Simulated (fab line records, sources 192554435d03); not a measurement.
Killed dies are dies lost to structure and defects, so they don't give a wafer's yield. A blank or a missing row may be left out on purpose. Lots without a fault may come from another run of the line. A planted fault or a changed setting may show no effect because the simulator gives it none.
Split-lot experiment | flow n5_finfet | 7 lots, 21 wafers read, on a route of 1938 steps

THE SPLIT
At N5_BEOL_M3_COAT_22 (resist thk 30 nm), the setting spin_rpm was moved away from the recipe's 1500 rpm on 6 of the 21 wafers read, by -11.2% to +10.3%. The other wafers ran this setting at the recipe's value.

The reading is taken at the split's own step.

THE READING
CAR-EUV_of_BEOL_M3_COAT_22.thk_nm (the simulator's own value, which no gauge read), in nm, at N5_BEOL_M3_COAT_22 (resist thk 30 nm). The file gives no usual value for it. The 15 wafers here that ran the recipe average 30.0 nm, standard deviation 0.08 nm.

wafer  | tool, chamber at the split | spin_rpm as run, rpm | against the recipe | CAR-EUV_of_BEOL_M3_COAT_22.thk_nm, nm | against lot-mates on the recipe
L081.2 | litho_track-04, 0          | 1500                 | recipe             | 30.2                                  | -
L081.4 | litho_track-04, 0          | 1655                 | +10.3%             | 28.6                                  | -1.5
L081.6 | litho_track-04, 0          | 1500                 | recipe             | 30                                    | -
L082.4 | litho_track-04, 0          | 1409                 | -6.1%              | 31.2                                  | no lot-mate on the recipe
L082.5 | litho_track-04, 0          | 1409                 | -6.1%              | 31.2                                  | no lot-mate on the recipe
L082.6 | litho_track-04, 0          | 1409                 | -6.1%              | 31                                    | no lot-mate on the recipe
L085.2 | litho_track-02, 0          | 1651                 | +10.1%             | 28.6                                  | -1.4
L085.3 | litho_track-02, 0          | 1500                 | recipe             | 30                                    | -
L085.4 | litho_track-02, 0          | 1500                 | recipe             | 30                                    | -
L086.1 | litho_track-02, 0          | 1500                 | recipe             | 30                                    | -
L086.3 | litho_track-02, 0          | 1500                 | recipe             | 30                                    | -
L086.5 | litho_track-02, 0          | 1500                 | recipe             | 30                                    | -
L089.4 | litho_track-01, 0          | 1500                 | recipe             | 30                                    | -
L089.5 | litho_track-01, 0          | 1332                 | -11.2%             | 32                                    | +1.9
L089.6 | litho_track-01, 0          | 1500                 | recipe             | 30.2                                  | -
L090.2 | litho_track-02, 0          | 1500                 | recipe             | 30                                    | -
L090.4 | litho_track-02, 0          | 1500                 | recipe             | 30                                    | -
L090.3 | litho_track-02, 0          | 1500                 | recipe             | 30.2                                  | -
L097.4 | litho_track-02, 0          | 1500                 | recipe             | 30                                    | -
L097.5 | litho_track-02, 0          | 1500                 | recipe             | 30                                    | -
L097.6 | litho_track-02, 0          | 1500                 | recipe             | 30                                    | -

THE FIT
A straight line over all 21 wafers: CAR-EUV_of_BEOL_M3_COAT_22.thk_nm changes by -0.16 nm for each +1% of spin_rpm; r = -0.99; the points scatter about the line by 0.11 nm.
The same after taking each lot's own level away (the mean of its wafers on the recipe; 18 wafers): -0.153 nm for each +1%; r = -0.99; scatter 0.086 nm.
On that fit, the largest move of spin_rpm shifts the reading by 1.7 nm.
The lots' own levels span 30.00 to 30.10 nm, that is 1.3 times the standard deviation above.
So the lot-to-lot level changes the slope little: the two slopes agree.
Check: with one of the wafers moved furthest among these (-11.2%) left out of the fit, the line predicts +1.59 nm for it against its lot-mates. It came out at +1.9 nm against them.

OTHER SPLITS ON THESE WAFERS
These wafers also went through other splits before the reading. Each is held against what the fit with the lots' levels taken away leaves over:
other split on the same wafers | wafers away from the commonest value | r with CAR-EUV_of_BEOL_M3_COAT_22.thk_nm (lot level and that fit taken away)
N5_BEOL_M2_ILD_DEP_00 time_s   | 4                                    | +0.30
N5_BEOL_M3_EXPOSE_08 dose_mj   | 9                                    | -0.19

THE FILE'S OWN FIT
CAR-EUV_of_BEOL_M3_COAT_22.thk_nm changes by -0.153 nm for each +1% of spin_rpm, r = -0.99.
